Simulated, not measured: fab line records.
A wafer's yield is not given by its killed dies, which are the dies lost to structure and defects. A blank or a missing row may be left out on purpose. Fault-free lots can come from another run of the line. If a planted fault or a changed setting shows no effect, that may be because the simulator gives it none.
The tool behind it: which one? | flow nand_harc | 14 lots with 39 wafers sampled at 4 steps, on a route of 1159 steps

== WHAT EACH GAUGE READ, for each wafer ==
No reading from a measuring or inspecting step in the record can be judged against a usual standard deviation.

== WHICH TOOL RAN EACH LOT (tool, then ch and the chambers of the sampled wafers, then the start) ==
lot  | NHARC_A_SLIT_DEP_23             | NHARC_A_WL_FILL_CVD_03        | NHARC_A_WL_FILL_STRIP_29           | NHARC_A_WL_FILL_ETCHBACK_17
L225 | pecvd-01 ch 0,1,2, day 14 14:09 | cvd_w-01 ch 0, day 15 03:47   | rie_diel-11 ch 0,1,2, day 15 20:55 | rie_metal-01 ch 0,1, day 15 21:00
L226 | pecvd-02 ch 0,1,2, day 14 14:24 | cvd_w-02 ch 0,1, day 15 05:14 | rie_diel-06 ch 0,1,3, day 15 20:32 | rie_metal-02 ch 0,1, day 15 20:38
L229 | pecvd-03 ch 1,2, day 14 22:47   | cvd_w-01 ch 0,1, day 15 12:25 | rie_diel-11 ch 0,2,3, day 16 02:04 | rie_metal-02 ch 0,1, day 16 02:10
L227 | pecvd-01 ch 0,2, day 15 13:00   | cvd_w-01 ch 0,1, day 16 01:44 | rie_diel-06 ch 2,3, day 16 17:53   | rie_metal-03 ch 0,1, day 16 17:58
L231 | pecvd-03 ch 1,2, day 16 06:58   | cvd_w-01 ch 0,1, day 17 01:31 | rie_diel-11 ch 0,2, day 17 14:38   | rie_metal-03 ch 0, day 17 14:44
L234 | pecvd-03 ch 1, day 16 10:34     | cvd_w-02 ch 1, day 17 09:59   | rie_diel-10 ch 0,2, day 17 23:37   | rie_metal-03 ch 0,1, day 17 23:41
L238 | pecvd-02 ch 0,1,2, day 17 11:52 | cvd_w-02 ch 1, day 18 01:10   | rie_diel-11 ch 0,1, day 18 14:34   | rie_metal-02 ch 0,1, day 18 14:39
L237 | pecvd-02 ch 0,1, day 18 00:43   | cvd_w-02 ch 0,1, day 18 14:37 | rie_diel-06 ch 1,2, day 19 05:34   | rie_metal-03 ch 0, day 19 05:38
L243 | pecvd-02 ch 0,1,2, day 18 09:28 | cvd_w-01 ch 0,1, day 19 04:13 | rie_diel-06 ch 0,2,3, day 19 15:07 | rie_metal-02 ch 0,1, day 19 15:11
L242 | pecvd-02 ch 0,1,2, day 18 11:30 | cvd_w-02 ch 0,1, day 19 02:07 | rie_diel-06 ch 0,2,3, day 19 15:04 | rie_metal-01 ch 0,1, day 19 15:10
L246 | pecvd-03 ch 0,1,2, day 19 07:02 | cvd_w-02 ch 0,1, day 20 01:56 | rie_diel-06 ch 1,2,3, day 20 18:02 | rie_metal-01 ch 0,1, day 20 18:09
L247 | pecvd-02 ch 0,1,2, day 19 07:51 | cvd_w-01 ch 0,1, day 20 05:13 | rie_diel-10 ch 0,1,2, day 20 19:04 | rie_metal-02 ch 0,1, day 20 19:08
L244 | pecvd-02 ch 0,1,2, day 19 09:02 | cvd_w-02 ch 0,1, day 20 07:05 | rie_diel-11 ch 1,3, day 20 19:13   | rie_metal-01 ch 0,1, day 20 19:19
L248 | pecvd-01 ch 0,2, day 20 04:19   | cvd_w-02 ch 0,1, day 20 21:04 | rie_diel-06 ch 2,3, day 21 07:45   | rie_metal-03 ch 0,1, day 21 07:52
- NHARC_A_SLIT_DEP_23: deposits SiON, target thk 100 nm.
- NHARC_A_WL_FILL_CVD_03: deposits W, target thk 40 nm, time 3302 s.
- NHARC_A_WL_FILL_STRIP_29: strips in O2, time 20 s.
- NHARC_A_WL_FILL_ETCHBACK_17: etches the open film in Cl2/BCl3, target depth 4 nm, time 26.7 s.

== WHAT THE TOOLS THEMSELVES READ (means of the sampled wafers that have a number; where no wafer has one, the mark that the record gives instead) ==
NHARC_A_SLIT_DEP_23. Usual: 712 W for heater_power_w, sd 95.
lot  | tool     | heater_power_w (W) | flag
L225 | pecvd-01 | 730                |
L226 | pecvd-02 | 696                |
L229 | pecvd-03 | 802                |
L227 | pecvd-01 | 710                |
L231 | pecvd-03 | 736                |
L234 | pecvd-03 | 795                |
L238 | pecvd-02 | 667                |
L237 | pecvd-02 | 758                |
L243 | pecvd-02 | 740                |
L242 | pecvd-02 | 691                |
L246 | pecvd-03 | 741                |
L247 | pecvd-02 | 712                |
L244 | pecvd-02 | 743                |
L248 | pecvd-01 | 667                |

NHARC_A_WL_FILL_CVD_03. Usual: heater_power_w 500 W, standard deviation 79; throttle_valve_pct 7.8 %, standard deviation 0.51.
lot  | tool     | heater_power_w (W) | throttle_valve_pct (%) | flag
L225 | cvd_w-01 | 499                | 7.5                    |
L226 | cvd_w-02 | 518                | 7.7                    |
L229 | cvd_w-01 | 541                | 8.0                    |
L227 | cvd_w-01 | 518                | 7.8                    |
L231 | cvd_w-01 | 530                | 8.2                    |
L234 | cvd_w-02 | 574                | 7.3                    |
L238 | cvd_w-02 | 575                | 7.1                    |
L237 | cvd_w-02 | 472                | 7.5                    |
L243 | cvd_w-01 | 542                | 8.3                    |
L242 | cvd_w-02 | 438                | 7.5                    |
L246 | cvd_w-02 | 511                | 7.6                    |
L247 | cvd_w-01 | 540                | 8.6                    |
L244 | cvd_w-02 | 439                | 7.5                    |
L248 | cvd_w-02 | 443                | 7.6                    |

NHARC_A_WL_FILL_STRIP_29. Usual: drypump_motor_current_A 5.9 A, standard deviation 0.54; oes_product_au 1.003 a.u., standard deviation 0.014; rf_vpp_V 58.0 V, standard deviation 0.99; showerhead_plenum_p_Torr 3.58 Torr, standard deviation 0.15; throttle_valve_pct 17.037 %, standard deviation 0.0089.
lot  | tool        | drypump_motor_current_A (A) | oes_product_au (a.u.) | rf_vpp_V (V) | showerhead_plenum_p_Torr (Torr) | throttle_valve_pct (%) | flag
L225 | rie_diel-11 | 5.9                         | 1.009                 | 56.9         | 3.51                            | 17.034                 |
L226 | rie_diel-06 | 5.9                         | 0.995                 | 57.9         | 3.51                            | 17.036                 |
L229 | rie_diel-11 | 5.8                         | 1.004                 | 58.5         | 3.57                            | 17.042                 |
L227 | rie_diel-06 | 5.8                         | 1.014                 | 58.7         | 3.74                            | 17.031                 |
L231 | rie_diel-11 | 6.0                         | 1.010                 | 57.2         | 3.49                            | 17.041                 |
L234 | rie_diel-10 | 6.3                         | 0.995                 | 57.8         | 3.64                            | 17.037                 |
L238 | rie_diel-11 | 6.1                         | 1.011                 | 57.7         | 3.55                            | 17.032                 |
L237 | rie_diel-06 | 6.1                         | 1.011                 | 57.3         | 3.55                            | 17.029                 |
L243 | rie_diel-06 | 6.2                         | 1.003                 | 58.3         | 3.66                            | 17.029                 |
L242 | rie_diel-06 | 6.2                         | 1.000                 | 58.5         | 3.66                            | 17.043                 |
L246 | rie_diel-06 | 5.8                         | 1.022                 | 57.3         | 3.61                            | 17.039                 |
L247 | rie_diel-10 | 5.9                         | 0.997                 | 57.8         | 3.55                            | 17.036                 |
L244 | rie_diel-11 | 5.6                         | 0.990                 | 57.4         | 3.61                            | 17.039                 |
L248 | rie_diel-06 | 6.2                         | 1.011                 | 57.8         | 3.76                            | 17.040                 |

NHARC_A_WL_FILL_ETCHBACK_17. Usual: drypump_motor_current_A 5.3 A, standard deviation 0.39; oes_product_au 0.992 a.u., standard deviation 0.011; run_length_s 48.1 s, standard deviation 0.52.
lot  | tool         | drypump_motor_current_A (A) | oes_product_au (a.u.) | run_length_s (s) | flag
L225 | rie_metal-01 | 5.7                         | 1.009                 | 47.9             |
L226 | rie_metal-02 | 4.8                         | 1.003                 | 48.5             |
L229 | rie_metal-02 | 4.9                         | 0.998                 | 48.4             |
L227 | rie_metal-03 | 5.4                         | 0.984                 | 48.3             |
L231 | rie_metal-03 | 5.1                         | 0.999                 | 44.8             | OFF
L234 | rie_metal-03 | 5.3                         | 0.994                 | 44.2             | OFF
L238 | rie_metal-02 | 4.9                         | 0.992                 | 48.3             |
L237 | rie_metal-03 | 5.1                         | 0.986                 | 44.3             | OFF
L243 | rie_metal-02 | 4.9                         | 1.004                 | 48.4             |
L242 | rie_metal-01 | 5.6                         | 0.993                 | 48.2             |
L246 | rie_metal-01 | 5.7                         | 1.005                 | 48.2             |
L247 | rie_metal-02 | 4.9                         | 1.001                 | 48.5             |
L244 | rie_metal-01 | 5.8                         | 0.988                 | 47.7             |
L248 | rie_metal-03 | 5.4                         | 0.977                 | 47.9             |

== THE ANSWER, worked out from the rows above alone ==
Rule: take the mean of a lot's wafers that have a number; if it is more than 3 standard deviations from the usual mean, the lot is off. Also off: a lot with no number at a reading for which 4 or more lots have one. All remaining lots with rows at the step are treated as sound. After the gauges, taken in route order, come the tools' own readings; for these a lot's mean is taken, as printed above. At the first step where some lot is off, the reading lying furthest off is the one used; lots without a number count as furthest.
Off: L231, L234, L237, at NHARC_A_WL_FILL_ETCHBACK_17 (run_length_s).
If a tool, at that step or one of the process steps before it, ran each lot that is off and ran no sound lot following the first of them, it fits. No candidate that was tried fits.

== WHAT THE SIMULATOR PUT IN ==
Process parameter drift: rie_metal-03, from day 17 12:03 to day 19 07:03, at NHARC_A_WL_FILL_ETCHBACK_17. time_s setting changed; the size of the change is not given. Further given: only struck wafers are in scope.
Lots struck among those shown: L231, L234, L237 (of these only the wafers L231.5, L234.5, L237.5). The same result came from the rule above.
